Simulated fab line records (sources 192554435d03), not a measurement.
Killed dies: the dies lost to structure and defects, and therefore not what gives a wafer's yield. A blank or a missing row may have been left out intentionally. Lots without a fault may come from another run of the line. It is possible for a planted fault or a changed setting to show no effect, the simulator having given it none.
fab line records -- flow n5Finfet
record: lots: 7, wafers: 21
route steps=1938 shown BEOL_M9@1401 BEOL_M10@1488 BEOL_M11@1575 BEOL_M12@1649
startH: hours from the record's opening day to when the first of the lot's shown wafers began -- waitH: how many hours have passed since the lot's step before this one -- " same as the row above -- L1.1+2: several wafers, shown together as one row -- - no value present, or no start provided -- * or withheld: withheld -- < > ~ a bound
route shown NAME@n: NAME is a module with steps in the file, n the number in the route of the first one -- usual: mean/standard deviation of fault-free wafers -- same: alike in all rows -- chamber/n: place in a boat -- sites: readings site by site -- _std_site: standard deviation across them -- _edge_site: outer sites' mean less inner sites' -- radiusMm: for every site, how far away it sits from the centre of the wafer -- mask NAME#n: copy n -- behind: the last tool/chamber to shape the wafer -- hold: reason for holding the lot/hours on hold/outcome of the hold -- device: the n, p or np transistor that did not switch -- end of line: at the end of the route, the tests of the same wafers -- step lacking rows: just its recipe -- killed: the dies lost at the first sort to structure and to defects; this is not the yield of the wafer -- map: a wafer's dies, x killed, . not, _ none there
set.NAME: the setting the step ran with; set.NAME@STEP: the setting that earlier step ran with -- model.NAME: the simulator's own value behind a step, which no gauge read
one table per step and one row per wafer, for lots whose settings were changed on purpose
== steps ==
step: N5_BEOL_M9_ILD_DEP_00
recipe: material: SiCOH_lowk, targetThkA: 3085.1, tempC: 300, precursor: DEMS/porogen, pressureTorr: 5, rfW: 500, timeS: 58
lot.wafer,tool,chamber,startH,waitH,set.timeS,model.SiCOH_lowk_of_BEOL_M9_ILD_DEP_00.thkNm
L075.1,pecvd-01,0,209.86,0.0,58,310.2
L075.5,pecvd-01,1,209.86,0.0,58,306.8
L075.6,pecvd-01,0,209.86,0.0,58,317.2
L076.1,pecvd-01,2,216.92,0.0,49.76,265.6
L076.3,pecvd-01,1,216.92,0.0,58,301.8
L076.6,pecvd-01,0,216.92,0.0,49.76,266.6
L078.4,pecvd-01,0,226.43,0.1,58,312.4
L078.5,pecvd-01,1,226.43,0.1,58,308.6
L078.6,pecvd-01,2,226.43,0.1,58,311.6
L081.2,pecvd-02,1,243.71,0.0,58,302.8
L081.4,pecvd-02,0,243.71,0.0,58,308.2
L081.5,pecvd-02,0,243.71,0.0,58,307.6
L085.1,pecvd-01,2,277.77,0.0,58,304.8
L085.3,pecvd-01,0,277.77,0.0,62.32,328.6
L085.5,pecvd-01,1,277.77,0.0,62.32,331.8
L090.1,pecvd-02,0,303.72,0.0,58,303
L090.4,pecvd-02,2,303.72,0.0,58,306.8
L090.5,pecvd-02,1,303.72,0.0,58,311.6
L095.1,pecvd-02,0,339.21,0.0,50.17,266.4
L095.2,pecvd-02,1,339.21,0.0,58,313
L095.3,pecvd-02,2,339.21,0.0,58,302.8
step: N5_BEOL_M9_CURE_71
recipe: tempC: 385, timeS: 240, ambient: He/Ar, material: SiCOH_lowk
lot.wafer,tool,chamber,startH,waitH,set.timeS@BEOL_M9_ILD_DEP_00,model.SiCOH_lowk_of_BEOL_M9_ILD_DEP_00.thkNm
L075.1,uvCure-03,0,209.94,0.0,58,269.6
L075.5,uvCure-03,0,209.94,0.0,58,266.4
L075.6,uvCure-03,0,209.94,0.0,58,275.6
L076.1,uvCure-02,2,217.00,0.0,49.76,230.2
L076.3,uvCure-02,2,217.00,0.0,58,262
L076.6,uvCure-02,2,217.00,0.0,49.76,231
L078.4,uvCure-03,2,226.72,0.3,58,271.4
L078.5,uvCure-03,2,226.72,0.3,58,268
L078.6,uvCure-03,2,226.72,0.3,58,270.8
L081.2,uvCure-01,0,243.90,0.2,58,263
L081.4,uvCure-01,0,243.90,0.2,58,267.8
L081.5,uvCure-01,0,243.90,0.2,58,267.2
L085.1,uvCure-02,1,277.85,0.0,58,264.8
L085.3,uvCure-02,1,277.85,0.0,62.32,285.6
L085.5,uvCure-02,1,277.85,0.0,62.32,288.6
L090.1,uvCure-01,0,303.80,0.0,58,263.2
L090.4,uvCure-01,0,303.80,0.0,58,266.6
L090.5,uvCure-01,0,303.80,0.0,58,270.8
L095.1,uvCure-03,1,339.29,0.0,50.17,230.8
L095.2,uvCure-03,1,339.29,0.0,58,272
L095.3,uvCure-03,1,339.29,0.0,58,263
step: N5_BEOL_M9_THK_MEAS_01
recipe: reads: SiCOH_lowk_of_BEOL_M9_ILD_DEP_00
usual: M9_ILD_THK: 267/3.5
lot.wafer,tool,chamber,startH,waitH,set.timeS@BEOL_M9_ILD_DEP_00,M9_ILD_THK[nm]
L075.1,filmMetro-01,-,210.93,0.8,58,269
L075.5,filmMetro-01,-,210.93,0.8,58,267
L075.6,filmMetro-01,-,210.93,0.8,58,275
L076.1,filmMetro-02,-,217.51,0.4,49.76,230
L076.3,filmMetro-02,-,217.51,0.4,58,262
L076.6,filmMetro-02,-,217.51,0.4,49.76,231
L078.4,filmMetro-01,-,227.00,0.2,58,271
L078.5,filmMetro-01,-,227.00,0.2,58,268
L078.6,filmMetro-01,-,227.00,0.2,58,271
L081.2,filmMetro-01,-,244.33,0.4,58,263
L081.4,filmMetro-01,-,244.33,0.4,58,268
L081.5,filmMetro-01,-,244.33,0.4,58,267
L085.1,filmMetro-02,-,278.37,0.4,58,265
L085.3,filmMetro-02,-,278.37,0.4,62.32,286
L085.5,filmMetro-02,-,278.37,0.4,62.32,289
L090.1,filmMetro-02,-,304.31,0.4,58,263
L090.4,filmMetro-02,-,304.31,0.4,58,266
L090.5,filmMetro-02,-,304.31,0.4,58,271
L095.1,filmMetro-02,-,339.80,0.4,50.17,231
L095.2,filmMetro-02,-,339.80,0.4,58,272
L095.3,filmMetro-02,-,339.80,0.4,58,263
step: N5_BEOL_M9_COAT_60
recipe: resist: SiARC, tempC: 220, timeS: 60, spinRpm: 1500, resistThkNm: 30
lot.wafer,tool,chamber,startH,waitH,set.spinRpm,model.SiARC_of_BEOL_M9_COAT_60.thkNm
L075.1+6,lithoTrack-04,0,-,-,1500,30
L075.5,lithoTrack-04,0,-,-,1600,29.2
L076.1+3+6,lithoTrack-03,0,-,-,1500,30
L078.4+5+6,lithoTrack-03,0,-,-,1500,30.2
L081.2+4+5,lithoTrack-03,0,-,-,1500,30
L085.1,lithoTrack-01,0,-,-,1564,29.4
L085.3+5,lithoTrack-01,0,-,-,1500,30
L090.1,lithoTrack-03,0,-,-,1376,31.6
L090.4,lithoTrack-03,0,-,-,1500,30
L090.5,lithoTrack-03,0,-,-,1376,31.4
L095.1+2,lithoTrack-01,0,-,-,1500,30
L095.3,lithoTrack-01,0,-,-,1353,31.6
step: N5_BEOL_M9_COAT_05
recipe: resist: CAR-ArF, spinRpm: 1500, resistThkNm: 90
step: N5_BEOL_M9_EBR_07
recipe: solvent: PGMEA, ebrWidthMm: 1.5
step: N5_BEOL_M9_DESCUM_16
recipe: chemistry: O2, timeS: 7.9, sourcePowerW: 50, biasPowerW: 20, pressureMtorr: 20, rfFrequencyHz: 2.712e+07, tempC: 40, resist: CAR-ArF, o2FlowSccm: 225
step: N5_BEOL_M9_ETCH_61
recipe: chemistry: CF4, target: SiARC, targetDepthA: 390, maskMaterial: CAR-ArF, timeS: 65, ionEnergyEv: 80, pressureMtorr: 40, sourceW: 545, biasW: 36, Ar_flow_sccm: 100, cf4FlowSccm: 100, ends: cleared
lot.wafer,tool,chamber,startH,waitH,set.spinRpm@BEOL_M9_COAT_60,model.etch.depthNm,model.CAR-ArF_of_BEOL_M9_COAT_05.thkNm
L075.1,rieDiel-04,2,212.24,0.0,1500,29.96,55.4
L075.5,rieDiel-04,3,212.24,0.0,1600,29.12,56
L075.6,rieDiel-04,1,212.24,0.0,1500,30,55.6
L076.1+3,rieDiel-01,"0,1",219.22,0.0,1500,30.06,55.4
L076.6,rieDiel-01,1,219.22,0.0,1500,30.06,55.2
L078.4,rieDiel-03,0,229.40,0.0,1500,30.15,55.6
L078.5,rieDiel-03,3,229.40,0.0,1500,30.16,55.4
L078.6,rieDiel-03,0,229.40,0.0,1500,30.22,55.4
L081.2,rieDiel-04,0,246.99,0.0,1500,30.04,55.8
L081.4,rieDiel-04,2,246.99,0.0,1500,30.05,56
L081.5,rieDiel-04,2,246.99,0.0,1500,30.07,56.2
L085.1,rieDiel-03,0,282.97,0.0,1564,29.4,55.8
L085.3,rieDiel-03,2,282.97,0.0,1500,30.06,55.2
L085.5,rieDiel-03,2,282.97,0.0,1500,29.97,55.4
L090.1,rieDiel-01,3,305.86,0.0,1376,31.59,54.4
L090.4,rieDiel-01,2,305.86,0.0,1500,30.02,55.8
L090.5,rieDiel-01,2,305.86,0.0,1376,31.49,54.6
L095.1,rieDiel-04,1,341.47,0.0,1500,29.92,55.2
L095.2,rieDiel-04,2,341.47,0.0,1500,29.95,55.6
L095.3,rieDiel-04,3,341.47,0.0,1353,31.57,54.2
step: N5_BEOL_M9_ETCH_62
recipe: chemistry: N2/H2, target: SOC, targetDepthA: 1100, overetchA: 220, maskMaterial: SiARC, tempC: 40, timeS: 165, ionEnergyEv: 200, pressureMtorr: 30, sourceW: 840, biasW: 150, n2FlowSccm: 200, h2FlowSccm: 200
lot.wafer,tool,chamber,startH,waitH,set.spinRpm@BEOL_M9_COAT_60,model.SiARC_of_BEOL_M9_COAT_60.thkNm
L075.1,rieDiel-04,2,212.29,0.0,1500,23.4
L075.5,rieDiel-04,3,212.29,0.0,1600,22.6
L075.6,rieDiel-04,1,212.29,0.0,1500,23.6
L076.1,rieDiel-01,0,219.27,0.0,1500,23.6
L076.3+6,rieDiel-01,1,219.27,0.0,1500,23.8
L078.4,rieDiel-03,0,229.45,0.0,1500,23.6
L078.5+6,rieDiel-03,"3,0",229.45,0.0,1500,23.8
L081.2,rieDiel-04,0,247.04,0.0,1500,23.4
L081.4+5,rieDiel-04,2,247.04,0.0,1500,23.6
L085.1,rieDiel-03,0,283.02,0.0,1564,23
L085.3+5,rieDiel-03,2,283.02,0.0,1500,23.4
L090.1,rieDiel-01,3,305.91,0.0,1376,25.2
L090.4,rieDiel-01,2,305.91,0.0,1500,23.4
L090.5,rieDiel-01,2,305.91,0.0,1376,24.8
L095.1,rieDiel-04,1,341.52,0.0,1500,23.6
L095.2,rieDiel-04,2,341.52,0.0,1500,23.4
L095.3,rieDiel-04,3,341.52,0.0,1353,25.2
step: N5_BEOL_M9_ETCH_65
recipe: chemistry: CF4, target: SiARC, targetDepthA: 156, maskMaterial: CAR-EUV, timeS: 26, ionEnergyEv: 80, pressureMtorr: 40, sourceW: 545, biasW: 36, Ar_flow_sccm: 100, cf4FlowSccm: 100, ends: cleared
usual: rfVppV: 184.1/1.2
lot.wafer,tool,chamber,startH,waitH,set.biasW,rfVppV
L075.1,rieDiel-03,1,214.30,0.0,36,183.3
L075.5,rieDiel-03,2,214.30,0.0,36,182.9
L075.6,rieDiel-03,1,214.30,0.0,36,183.0
L076.1,rieDiel-04,2,220.60,0.0,30.35,165.2
L076.3,rieDiel-04,3,220.60,0.0,30.35,164.4
L076.6,rieDiel-04,3,220.60,0.0,36,182.5
L078.4,rieDiel-01,1,230.70,0.0,31.81,168.8
L078.5,rieDiel-01,1,230.70,0.0,36,183.4
L078.6,rieDiel-01,0,230.70,0.0,31.81,171.1
L081.2,rieDiel-03,2,248.61,0.0,36,181.6
L081.4,rieDiel-03,1,248.61,0.0,36,183.5
L081.5,rieDiel-03,1,248.61,0.0,36,183.0
L085.1,rieDiel-04,2,283.87,0.0,41.27,200.7
L085.3,rieDiel-04,1,283.87,0.0,36,184.7
L085.5,rieDiel-04,0,283.87,0.0,36,184.2
L090.1,rieDiel-01,3,308.90,0.0,33.62,174.7
L090.4,rieDiel-01,2,308.90,0.0,33.62,175.7
L090.5,rieDiel-01,3,308.90,0.0,36,182.5
L095.1,rieDiel-04,1,344.76,0.0,41.87,202.4
L095.2,rieDiel-04,3,344.76,0.0,36,183.5
L095.3,rieDiel-04,0,344.76,0.0,36,184.7
step: N5_BEOL_M9_TRENCH_ETCH_37
recipe: chemistry: C4F6/O2, targetDepthA: 1514.3, target: SiCOH_lowk, timeS: 49, ionEnergyEv: 250, pressureMtorr: 30, sourceW: 345, biasW: 185, Ar_flow_sccm: 300, C4F6_flow_sccm: 10, O2_flow_sccm: 10
usual: rfVppV: 676/14
lot.wafer,tool,chamber,startH,waitH,set.biasW,rfVppV
L075.1,rieDiel-03,1,-,-,168,627
L075.5,rieDiel-03,2,-,-,185,682
L075.6,rieDiel-03,1,-,-,185,677
L076.1,rieDiel-04,2,-,-,185,701
L076.3,rieDiel-04,3,-,-,185,678
L076.6,rieDiel-04,3,-,-,185,678
L078.4,rieDiel-01,1,-,-,185,648
L078.5,rieDiel-01,1,-,-,202.9,697
L078.6,rieDiel-01,0,-,-,185,655
L081.2,rieDiel-03,2,-,-,185,680
L081.4,rieDiel-03,1,-,-,185,677
L081.5,rieDiel-03,1,-,-,185,677
L085.1,rieDiel-04,2,-,-,185,700
L085.3,rieDiel-04,1,-,-,185,683
L085.5,rieDiel-04,0,-,-,185,665
L090.1,rieDiel-01,3,-,-,185,674
L090.4,rieDiel-01,2,-,-,199.8,702
L090.5,rieDiel-01,3,-,-,199.8,715
L095.1,rieDiel-04,1,-,-,154.6,592
L095.2,rieDiel-04,3,-,-,185,677
L095.3,rieDiel-04,0,-,-,154.6,577
step: N5_BEOL_M10_ETCH_62
recipe: chemistry: N2/H2, target: SOC, targetDepthA: 1100, overetchA: 220, maskMaterial: SiARC, tempC: 40, timeS: 165, ionEnergyEv: 200, pressureMtorr: 30, sourceW: 840, biasW: 150, n2FlowSccm: 200, h2FlowSccm: 200
lot.wafer,tool,chamber,startH,waitH,set.timeS,model.SiARC_of_BEOL_M10_COAT_60.thkNm
L075.1,rieDiel-06,1,222.98,0.0,180.4,23
L075.5,rieDiel-06,2,222.98,0.0,165,23.4
L075.6,rieDiel-06,1,222.98,0.0,165,23.6
L076.1+6,rieDiel-06,"1,2",226.24,0.0,165,23.6
L076.3,rieDiel-06,3,226.24,0.0,165,24
L078.4,rieDiel-02,2,235.35,0.0,165,23.8
L078.5,rieDiel-02,0,235.35,0.0,165,23.4
L078.6,rieDiel-02,1,235.35,0.0,165,23.6
L081.2,rieDiel-06,3,253.21,0.0,165,24
L081.4+5,rieDiel-06,"1,0",253.21,0.0,165,23.6
L085.1,rieDiel-06,1,290.23,0.0,131,25
L085.3,rieDiel-06,2,290.23,0.0,131,24.8
L085.5,rieDiel-06,1,290.23,0.0,165,23.4
L090.1+4,rieDiel-06,1,313.22,0.0,165,23.6
L090.5,rieDiel-06,3,313.22,0.0,165,24
L095.1,rieDiel-06,2,351.67,0.0,165,23.6
L095.2,rieDiel-06,3,351.67,0.0,165,24
L095.3,rieDiel-06,1,351.67,0.0,165,23.8
step: N5_BEOL_M10_COAT_64
recipe: resist: SiARC, tempC: 220, timeS: 60, spinRpm: 1500, resistThkNm: 30
lot.wafer,tool,chamber,startH,waitH,set.spinRpm,model.SiARC_of_BEOL_M10_COAT_64.thkNm
L075.1,lithoTrack-05,0,-,-,1500,30
L075.5,lithoTrack-05,0,-,-,1500,29.8
L075.6,lithoTrack-05,0,-,-,1457,30.4
L076.1,lithoTrack-03,0,-,-,1500,30
L076.3,lithoTrack-03,0,-,-,1636,28.8
L076.6,lithoTrack-03,0,-,-,1500,30.2
L078.4+5,lithoTrack-05,0,-,-,1564,29.4
L078.6,lithoTrack-05,0,-,-,1500,30
L081.2+4,lithoTrack-05,0,-,-,1500,30
L081.5,lithoTrack-05,0,-,-,1500,30.2
L085.1+3+5,lithoTrack-02,0,-,-,1500,30
L090.1+4,lithoTrack-02,0,-,-,1566,29.4
L090.5,lithoTrack-02,0,-,-,1500,30
L095.1+3,lithoTrack-05,0,-,-,1409,31
L095.2,lithoTrack-05,0,-,-,1500,30
step: N5_BEOL_M10_COAT_22
recipe: resist: CAR-ArF, spinRpm: 1500, resistThkNm: 90
step: N5_BEOL_M10_EBR_24
recipe: solvent: PGMEA, ebrWidthMm: 1.5
step: N5_BEOL_M10_DESCUM_33
recipe: chemistry: O2, timeS: 7.9, sourcePowerW: 50, biasPowerW: 20, pressureMtorr: 20, rfFrequencyHz: 2.712e+07, tempC: 40, resist: CAR-ArF, o2FlowSccm: 225
step: N5_BEOL_M10_ETCH_65
recipe: chemistry: CF4, target: SiARC, targetDepthA: 390, maskMaterial: CAR-ArF, timeS: 65, ionEnergyEv: 80, pressureMtorr: 40, sourceW: 545, biasW: 36, Ar_flow_sccm: 100, cf4FlowSccm: 100, ends: cleared
lot.wafer,tool,chamber,startH,waitH,set.spinRpm@BEOL_M10_COAT_64,model.etch.depthNm,model.CAR-ArF_of_BEOL_M10_COAT_22.thkNm
L075.1,rieDiel-02,3,225.18,0.0,1500,29.92,55.6
L075.5,rieDiel-02,0,225.18,0.0,1500,29.89,55.8
L075.6,rieDiel-02,1,225.18,0.0,1457,30.45,55.2
L076.1,rieDiel-06,1,227.03,0.0,1500,30.1,55.6
L076.3,rieDiel-06,2,227.03,0.0,1636,28.81,57
L076.6,rieDiel-06,1,227.03,0.0,1500,30.18,56
L078.4,rieDiel-06,0,238.12,0.0,1564,29.39,56.2
L078.5,rieDiel-06,1,238.12,0.0,1564,29.4,56.4
L078.6,rieDiel-06,0,238.12,0.0,1500,29.99,55.8
L081.2,rieDiel-02,0,254.96,0.0,1500,30.02,55.4
L081.4,rieDiel-02,3,254.96,0.0,1500,29.95,55.6
L081.5,rieDiel-02,0,254.96,0.0,1500,30.11,55.6
L085.1+3,rieDiel-05,"2,0",291.82,0.0,1500,29.9,55.2
L085.5,rieDiel-05,2,291.82,0.0,1500,29.91,55.4
L090.1+4,rieDiel-05,3,316.16,0.0,1566,29.3,56.4
L090.5,rieDiel-05,0,316.16,0.0,1500,29.95,55.4
L095.1,rieDiel-06,1,353.79,0.0,1409,31.04,54.4
L095.2,rieDiel-06,3,353.79,0.0,1500,30.08,55.2
L095.3,rieDiel-06,2,353.79,0.0,1409,31,54.2
step: N5_BEOL_M10_ETCH_66
recipe: chemistry: N2/H2, target: SOC, targetDepthA: 1200, overetchA: 240, maskMaterial: SiARC, tempC: 40, timeS: 180, ionEnergyEv: 200, pressureMtorr: 30, sourceW: 840, biasW: 150, n2FlowSccm: 200, h2FlowSccm: 200
lot.wafer,tool,chamber,startH,waitH,set.spinRpm@BEOL_M10_COAT_64,model.SiARC_of_BEOL_M10_COAT_64.thkNm
L075.1+5,rieDiel-02,"3,0",225.23,0.0,1500,22.4
L075.6,rieDiel-02,1,225.23,0.0,1457,23.2
L076.1+6,rieDiel-06,1,227.08,0.0,1500,22.8
L076.3,rieDiel-06,2,227.08,0.0,1636,21.6
L078.4+5,rieDiel-06,"0,1",238.17,0.0,1564,22
L078.6,rieDiel-06,0,238.17,0.0,1500,22.6
L081.2+5,rieDiel-02,0,255.01,0.0,1500,22.6
L081.4,rieDiel-02,3,255.01,0.0,1500,22.4
L085.1+5,rieDiel-05,2,291.87,0.0,1500,22.6
L085.3,rieDiel-05,0,291.87,0.0,1500,22.8
L090.1+4,rieDiel-05,3,316.21,0.0,1566,22.6
L090.5,rieDiel-05,0,316.21,0.0,1500,22.8
L095.1+3,rieDiel-06,"1,2",353.84,0.0,1409,23.8
L095.2,rieDiel-06,3,353.84,0.0,1500,23.2
step: N5_BEOL_M11_VIA_ETCH_34
recipe: chemistry: C4F6/O2, target: SiCOH_lowk, targetDepthA: 1845, maskMaterial: SOC, taperDeg: 4, timeS: 69.2, ionEnergyEv: 250, pressureMtorr: 30, sourceW: 345, biasW: 185, Ar_flow_sccm: 300, C4F6_flow_sccm: 10, O2_flow_sccm: 10
lot.wafer,tool,chamber,startH,waitH,set.timeS,model.etch.depthNm,model.SOC_of_BEOL_M11_COAT_63.thkNm
L076.1,rieDiel-01,2,234.01,0.0,69.2,190.7,92.6
L076.3,rieDiel-01,0,234.01,0.0,69.2,185,92.4
L076.6,rieDiel-01,1,234.01,0.0,69.2,181.8,92
L075.1,rieDiel-04,0,234.54,0.0,69.2,189.1,91.6
L075.5,rieDiel-04,2,234.54,0.0,63.28,166.9,92.8
L075.6,rieDiel-04,3,234.54,0.0,69.2,180.3,92
L078.4,rieDiel-01,1,247.26,0.0,57.54,149.9,93.4
L078.5,rieDiel-01,2,247.26,0.0,69.2,189,92.2
L078.6,rieDiel-01,3,247.26,0.0,57.54,150.9,93.2
L081.2,rieDiel-04,3,264.56,0.0,69.2,178.4,92
L081.4,rieDiel-04,0,264.56,0.0,69.2,189.7,91.2
L081.5,rieDiel-04,2,264.56,0.0,69.2,184.3,91.6
L085.1,rieDiel-04,1,302.16,0.0,69.2,183,92
L085.3,rieDiel-04,3,302.16,0.0,84.28,219.1,90.2
L085.5,rieDiel-04,3,302.16,0.0,69.2,179.8,91.8
L090.1,rieDiel-04,3,333.68,0.0,69.2,182,92.2
L090.4,rieDiel-04,0,333.68,0.0,75.28,205.1,91.6
L090.5,rieDiel-04,3,333.68,0.0,75.28,197.5,91.4
L095.1,rieDiel-01,1,363.82,0.0,59.41,161.9,92.6
L095.2,rieDiel-01,2,363.82,0.0,59.41,162.9,93.2
L095.3,rieDiel-01,0,363.82,0.0,69.2,186.3,92.2
step: N5_BEOL_M12_SPUTTER_44
recipe: material: Ta, targetThkA: 100, tempC: 50, biasV: 80, powerW: 15000, chamberPressurePa: 0.07, timeS: 16.13
lot.wafer,tool,chamber,startH,waitH,set.timeS,model.Ta_of_BEOL_M12_SPUTTER_44.thkNm
L076.1,pvdSputter-02,-,240.80,0.0,16.13,9.8
L076.3+6,pvdSputter-02,-,240.80,0.0,14.09,8.4
L075.1+5+6,pvdSputter-01,-,241.90,0.0,16.13,9.8
L078.4+6,pvdSputter-01,-,253.57,0.0,16.13,10.2
L078.5,pvdSputter-01,-,253.57,0.0,14.43,8.8
L081.2+4+5,pvdSputter-03,-,277.17,0.0,16.13,10.2
L085.1,pvdSputter-01,-,310.83,0.0,14.26,8.8
L085.3+5,pvdSputter-01,-,310.83,0.0,16.13,10
L090.1+5,pvdSputter-02,-,339.24,0.0,16.13,10
L090.4,pvdSputter-02,-,339.24,0.0,14.29,9
L095.1+2,pvdSputter-03,-,372.52,0.0,18.18,11.4
L095.3,pvdSputter-03,-,372.52,0.0,16.13,10.2
step: N5_BEOL_M12_SPUTTER_45
recipe: material: Cu, targetThkA: 800, tempC: -20, biasV: 60, powerW: 26000, chamberPressurePa: 0.13, timeS: 13.33
step: N5_BEOL_M12_ECD_47
recipe: material: Cu, targetThkA: 7200
step: N5_BEOL_M12_ANNEAL_48
recipe: tempC: 225, timeS: 90, ambient: N2
step: N5_BEOL_M12_CMP_49
recipe: stopOn: SiOC, tOverpolishS: 20.6, downForcePsi: 1, platenRpm: 50, clearingPlatenDownForcePsi: 1.5, clearingPlatenRpm: 50, postCmpClean: cuAlkaline, targetThkNm: 320, clearingPlatenPadVelocityMS: 0.99484, padVelocityMS: 0.99484
usual: barrierFieldEndpointS: 30.4/0.59
lot.wafer,tool,chamber,startH,waitH,set.timeS@BEOL_M12_SPUTTER_44,barrierFieldEndpointS
L076.1,cmp-04,1,241.47,0.3,16.13,30.0
L076.3,cmp-04,3,241.47,0.3,14.09,27.9
L076.6,cmp-04,1,241.47,0.3,14.09,28.0
L075.1,cmp-04,2,242.77,0.3,16.13,30.5
L075.6,cmp-04,2,242.77,0.3,16.13,30.3
L075.5,cmp-04,3,242.77,0.3,16.13,30.5
L078.4,cmp-03,1,254.32,0.2,16.13,30.5
L078.5,cmp-03,2,254.32,0.2,14.43,29.1
L078.6,cmp-03,3,254.32,0.2,16.13,30.7
L081.2,cmp-03,3,277.84,0.2,16.13,30.2
L081.4,cmp-03,0,277.84,0.2,16.13,30.4
L081.5,cmp-03,3,277.84,0.2,16.13,30.8
L085.3,cmp-02,3,311.87,0.2,16.13,30.2
L085.1,cmp-02,0,311.87,0.2,14.26,28.9
L085.5,cmp-02,2,311.87,0.2,16.13,30.3
L090.1,cmp-03,2,340.20,0.5,16.13,30.9
L090.4,cmp-03,3,340.20,0.5,14.29,29.5
L090.5,cmp-03,3,340.20,0.5,16.13,31.7
L095.1,cmp-02,1,373.21,0.3,18.18,31.0
L095.3,cmp-02,2,373.21,0.3,16.13,29.6
L095.2,cmp-02,3,373.21,0.3,18.18,31.6
step: N5_BEOL_M12_DEP_53
recipe: material: SiCN, targetThkA: 300, tempC: withheld, precursor: 3MS/NH3, pressureTorr: 3, rfW: 675, timeS: 10.5
lot.wafer,tool,chamber,startH,waitH,set.timeS,model.SiCN_of_BEOL_M12_DEP_53.thkNm
L076.1,pecvd-03,0,241.79,0.0,10.5,29.4
L076.3,pecvd-03,1,241.79,0.0,10.93,30.4
L076.6,pecvd-03,2,241.79,0.0,10.5,30
L075.1,pecvd-04,0,243.12,0.0,10.5,29.4
L075.5,pecvd-04,0,243.12,0.0,9.467,26.8
L075.6,pecvd-04,2,243.12,0.0,9.467,27.8
L078.4,pecvd-02,1,254.59,0.0,10.5,30
L078.5,pecvd-02,0,254.59,0.0,11.68,33.8
L078.6,pecvd-02,1,254.59,0.0,11.68,33.4
L081.2,pecvd-02,1,278.16,0.0,10.5,29.4
L081.4,pecvd-02,2,278.16,0.0,10.5,29.6
L081.5,pecvd-02,1,278.16,0.0,10.5,30.2
L085.1,pecvd-03,2,312.15,0.0,10.5,29.8
L085.3,pecvd-03,1,312.15,0.0,10.5,29.2
L085.5,pecvd-03,1,312.15,0.0,10.5,29.4
L090.1+5,pecvd-02,0,340.55,0.0,10.5,30
L090.4,pecvd-02,2,340.55,0.0,10.5,30.2
L095.1,pecvd-04,0,373.53,0.0,8.982,25.6
L095.2,pecvd-04,1,373.53,0.0,10.5,29.4
L095.3,pecvd-04,2,373.53,0.0,10.5,30
== key ==
split: step: N5_BEOL_M9_ILD_DEP_00, setting: timeS, stated: 58, by: wafer
response: step: N5_BEOL_M9_ILD_DEP_00, reading: model.SiCOH_lowk_of_BEOL_M9_ILD_DEP_00.thkNm, change: +2.86, per: 1%, r: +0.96
response: step: N5_BEOL_M9_CURE_71, reading: model.SiCOH_lowk_of_BEOL_M9_ILD_DEP_00.thkNm, change: +2.52, per: 1%, r: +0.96
response: step: N5_BEOL_M9_THK_MEAS_01, reading: M9_ILD_THK, change: +2.52, per: 1%, r: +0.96
split: step: N5_BEOL_M9_COAT_60, setting: spinRpm, stated: 1500, by: wafer
response: step: N5_BEOL_M9_COAT_60, reading: model.SiARC_of_BEOL_M9_COAT_60.thkNm, change: -0.158, per: 1%, r: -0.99
response: step: N5_BEOL_M9_ETCH_61, reading: model.etch.depthNm, change: -0.163, per: 1%, r: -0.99
response: step: N5_BEOL_M9_ETCH_61, reading: model.CAR-ArF_of_BEOL_M9_COAT_05.thkNm, change: +0.123, per: 1%, r: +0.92
response: step: N5_BEOL_M9_ETCH_62, reading: model.SiARC_of_BEOL_M9_COAT_60.thkNm, change: -0.166, per: 1%, r: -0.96
split: step: N5_BEOL_M9_ETCH_65, setting: biasW, stated: 36, by: wafer
response: step: N5_BEOL_M9_ETCH_65, reading: rfVppV, change: +1.13, per: 1%, r: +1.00
split: step: N5_BEOL_M9_TRENCH_ETCH_37, setting: biasW, stated: 185, by: wafer
response: step: N5_BEOL_M9_TRENCH_ETCH_37, reading: rfVppV, change: +5.33, per: 1%, r: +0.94
split: step: N5_BEOL_M10_ETCH_62, setting: timeS, stated: 165, by: wafer
response: step: N5_BEOL_M10_ETCH_62, reading: model.SiARC_of_BEOL_M10_COAT_60.thkNm, change: -0.0695, per: 1%, r: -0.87
split: step: N5_BEOL_M10_COAT_64, setting: spinRpm, stated: 1500, by: wafer
response: step: N5_BEOL_M10_COAT_64, reading: model.SiARC_of_BEOL_M10_COAT_64.thkNm, change: -0.149, per: 1%, r: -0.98
response: step: N5_BEOL_M10_ETCH_65, reading: model.etch.depthNm, change: -0.15, per: 1%, r: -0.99
response: step: N5_BEOL_M10_ETCH_65, reading: model.CAR-ArF_of_BEOL_M10_COAT_22.thkNm, change: +0.147, per: 1%, r: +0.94
response: step: N5_BEOL_M10_ETCH_66, reading: model.SiARC_of_BEOL_M10_COAT_64.thkNm, change: -0.123, per: 1%, r: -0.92
split: step: N5_BEOL_M11_VIA_ETCH_34, setting: timeS, stated: 69.2, by: wafer
response: step: N5_BEOL_M11_VIA_ETCH_34, reading: model.etch.depthNm, change: +1.92, per: 1%, r: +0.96
response: step: N5_BEOL_M11_VIA_ETCH_34, reading: model.SOC_of_BEOL_M11_COAT_63.thkNm, change: -0.0723, per: 1%, r: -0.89
split: step: N5_BEOL_M12_SPUTTER_44, setting: timeS, stated: 16.13, by: wafer
response: step: N5_BEOL_M12_SPUTTER_44, reading: model.Ta_of_BEOL_M12_SPUTTER_44.thkNm, change: +0.105, per: 1%, r: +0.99
response: step: N5_BEOL_M12_CMP_49, reading: barrierFieldEndpointS, change: +0.142, per: 1%, r: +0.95
split: step: N5_BEOL_M12_DEP_53, setting: timeS, stated: 10.5, by: wafer
response: step: N5_BEOL_M12_DEP_53, reading: model.SiCN_of_BEOL_M12_DEP_53.thkNm, change: +0.275, per: 1%, r: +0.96
